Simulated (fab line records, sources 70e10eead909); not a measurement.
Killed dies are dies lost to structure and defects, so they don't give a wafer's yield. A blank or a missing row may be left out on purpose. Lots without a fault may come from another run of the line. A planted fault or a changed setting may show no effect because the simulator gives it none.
Tool commonality check | flow nand_harc | 13 lots, 39 wafers sampled

WHY IT WAS OPENED
At NHARC_P_GATE_INSPECT_68 the reading raw_defect_count is flagged on 2 of 13 lots. Wafers without a fault read 182, standard deviation 72.
Rule: a lot is flagged when every wafer of it that has a number lies more than 4 standard deviations from that mean, or none has a number. The other lots count as sound.

lot  | measured     | on                | raw_defect_count, wafer by wafer | flag
L218 | day 5 17:38  | defect_inspect-01 | 208 549 302                      |
L219 | day 6 06:24  | defect_inspect-01 | 196 174 245                      |
L220 | day 6 13:26  | defect_inspect-02 | 401 158 121                      |
L221 | day 7 03:25  | defect_inspect-02 | 109 94 144                       |
L222 | day 7 15:34  | defect_inspect-02 | 193 160 139                      |
L223 | day 7 22:29  | defect_inspect-02 | 108 160 201                      |
L225 | day 9 00:40  | defect_inspect-01 | 178 161 169                      |
L228 | day 10 10:53 | defect_inspect-02 | 567 496 610                      | FLAGGED
L229 | day 10 12:28 | defect_inspect-01 | 556 662 522                      | FLAGGED
L235 | day 12 17:41 | defect_inspect-01 | 132 155 161                      |
L237 | day 14 00:28 | defect_inspect-02 | 186 176 236                      |
L239 | day 14 15:14 | defect_inspect-02 | 91 136 154                       |
L240 | day 15 09:20 | defect_inspect-01 | 220 256 237                      |
The numbers of the flagged lots are 569 on average: +387 against the usual, or +5 standard deviations.

WHICH TOOL RAN EACH LOT
The record holds 3 process steps before the reading, out of a route of 1302 steps. In each cell: the tool, then ch and the chambers that the sampled wafers went through, then the start.
lot  | flag    | NHARC_P_GATE_STRIP_75                | NHARC_P_GATE_STRIP_112               | NHARC_P_GATE_ETCH_77
L218 |         | plasma_asher-01 ch 0,1, day 5 11:40  | plasma_asher-02 ch 0,1, day 5 13:07  | wet_bench-03 ch 3,4,6, day 5 16:35
L219 |         | plasma_asher-02 ch 0,1, day 6 00:46  | plasma_asher-01 ch 0,1, day 6 02:19  | wet_bench-03 ch 3,6,7, day 6 05:17
L220 |         | plasma_asher-01 ch 0,1, day 6 07:44  | plasma_asher-02 ch 0,1, day 6 09:14  | wet_bench-04 ch 0,4,7, day 6 12:23
L221 |         | plasma_asher-01 ch 0, day 6 21:43    | plasma_asher-02 ch 0,1, day 6 23:10  | wet_bench-01 ch 0,4,6, day 7 02:22
L222 |         | plasma_asher-01 ch 0,1, day 7 09:50  | plasma_asher-02 ch 0,1, day 7 11:21  | wet_bench-03 ch 2,3,4, day 7 14:25
L223 |         | plasma_asher-02 ch 0,1, day 7 16:45  | plasma_asher-02 ch 1, day 7 18:12    | wet_bench-01 ch 0,1,3, day 7 21:25
L225 |         | plasma_asher-02 ch 0,1, day 8 18:54  | plasma_asher-02 ch 0,1, day 8 20:21  | wet_bench-01 ch 0,1,3, day 8 23:35
L228 | FLAGGED | plasma_asher-01 ch 1, day 10 05:13   | plasma_asher-01 ch 1, day 10 06:40   | wet_bench-01 ch 1,2,7, day 10 09:50
L229 | FLAGGED | plasma_asher-02 ch 0,1, day 10 06:26 | plasma_asher-02 ch 0,1, day 10 07:50 | wet_bench-01 ch 0,2,7, day 10 11:25
L235 |         | plasma_asher-01 ch 1, day 12 12:02   | plasma_asher-02 ch 1, day 12 13:28   | wet_bench-04 ch 0,2,6, day 12 16:38
L237 |         | plasma_asher-02 ch 0,1, day 13 18:47 | plasma_asher-02 ch 0,1, day 13 20:07 | wet_bench-04 ch 0,3,4, day 13 23:20
L239 |         | plasma_asher-02 ch 0,1, day 14 09:32 | plasma_asher-02 ch 0,1, day 14 11:02 | wet_bench-03 ch 3,6,7, day 14 14:10
L240 |         | plasma_asher-01 ch 0,1, day 15 03:37 | plasma_asher-02 ch 0, day 15 05:03   | wet_bench-04 ch 1,2,3, day 15 08:17
What these steps do:
- NHARC_P_GATE_STRIP_75: strips in O2.
- NHARC_P_GATE_STRIP_112: strips in N2/H2, time 200 s.
- NHARC_P_GATE_ETCH_77: etches SiO2 in dHF, target depth 6 nm.
- NHARC_P_GATE_INSPECT_68

FLAGGED OVER TOTAL, TOOL BY TOOL (the gauges that took the reading come last)
step                    | tool              | lots run | flagged | share of the flagged lots | sound lots run after its first flagged lot
NHARC_P_GATE_STRIP_75   | plasma_asher-01   | 7        | 1       | some                      | 2 (L235,L240)
NHARC_P_GATE_STRIP_75   | plasma_asher-02   | 6        | 1       | some                      | 2 (L237,L239)
NHARC_P_GATE_STRIP_112  | plasma_asher-01   | 2        | 1       | some                      | 0
NHARC_P_GATE_STRIP_112  | plasma_asher-02   | 11       | 1       | some                      | 4 (L235,L237,L239,L240)
NHARC_P_GATE_ETCH_77    | wet_bench-01      | 5        | 2       | all                       | 0
NHARC_P_GATE_ETCH_77    | wet_bench-03      | 4        | 0       | none                      | -
NHARC_P_GATE_ETCH_77    | wet_bench-04      | 4        | 0       | none                      | -
NHARC_P_GATE_INSPECT_68 | defect_inspect-01 | 6        | 1       | some                      | 2 (L235,L240)
NHARC_P_GATE_INSPECT_68 | defect_inspect-02 | 7        | 1       | some                      | 2 (L237,L239)

WHAT THE TABLE ALLOWS
1 row of the table ran every flagged lot: wet_bench-01 at NHARC_P_GATE_ETCH_77.
- wet_bench-01 at NHARC_P_GATE_ETCH_77: 2 of its 5 lots flagged. Its last sound lot is L225 (day 8 23:35), its first flagged lot L228 (day 10 09:50): a fault that began between those two fits.
One tool is left: wet_bench-01 at NHARC_P_GATE_ETCH_77.

WHAT THE SIMULATOR HAD PUT IN
Chamber particle source: wet_bench-01, from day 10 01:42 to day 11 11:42, at NHARC_P_GATE_ETCH_77. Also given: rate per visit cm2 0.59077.
Lots struck among those shown: L228, L229. The rule above found the same.
